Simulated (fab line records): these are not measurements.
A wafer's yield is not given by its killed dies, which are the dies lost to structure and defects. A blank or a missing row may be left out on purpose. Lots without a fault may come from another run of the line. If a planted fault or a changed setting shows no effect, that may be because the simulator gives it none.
Matching of chambers -- flow n5Finfet -- N5_MOL_CONTACT_COAG_ALD_27 on aldSin-04 has 4 sister chambers
The step deposits SiOC, target thk 17 nm, pulse time 1.5 s, time 2720 s. 4 wafers are shown with their chamber, then 12 later ones without.

WAFERS PAIRED WITH THEIR CHAMBERS
wafer,chamber,heaterPowerW (W)
L084.3,2,1001
L088.3,3,938
L089.4,1,868
L089.6,0,863

WAFERS WITHOUT THEIR CHAMBER
wafer,heaterPowerW (W)
L090.2,952
L090.3,885
L090.4,968
L093.1,955
L093.3,885
L093.4,869
L095.2,958
L095.5,878
L095.6,886
L096.1,934
L096.4,863
L096.6,859

CHAMBER TAKEN BY EACH
wafer,from the rows above,in truth
L090.2,3,3
L090.3,can't be placed: 1 or 0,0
L090.4,can't be placed: 3 or 2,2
L093.1,can't be placed: 3 or 2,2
L093.3,can't be placed: 1 or 0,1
L093.4,can't be placed: 1 or 0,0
L095.2,can't be placed: 3 or 2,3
L095.5,can't be placed: 1 or 0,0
L095.6,can't be placed: 1 or 0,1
L096.1,3,3
L096.4,can't be placed: 0 or 1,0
L096.6,can't be placed: 0 or 1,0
Correctly placed: 2 of 12. Not placeable from these rows: 10 (in 10, the candidates include the true chamber). Placed wrongly: 0.
How it was worked out, from the rows above alone: a wafer's distance from a chamber is the root of the sum, over the readings, of the square of ((its reading less the chamber's mean) divided by the reading's scatter). The wafer belongs to the nearest chamber; if the next one is less than 2 further off, it can't be placed. The mean given for a chamber averages the wafers shown for that chamber. The scatter (one wafer shown for each chamber): square how far every hidden wafer sits from the nearest shown wafer, average those squares and take the square root.
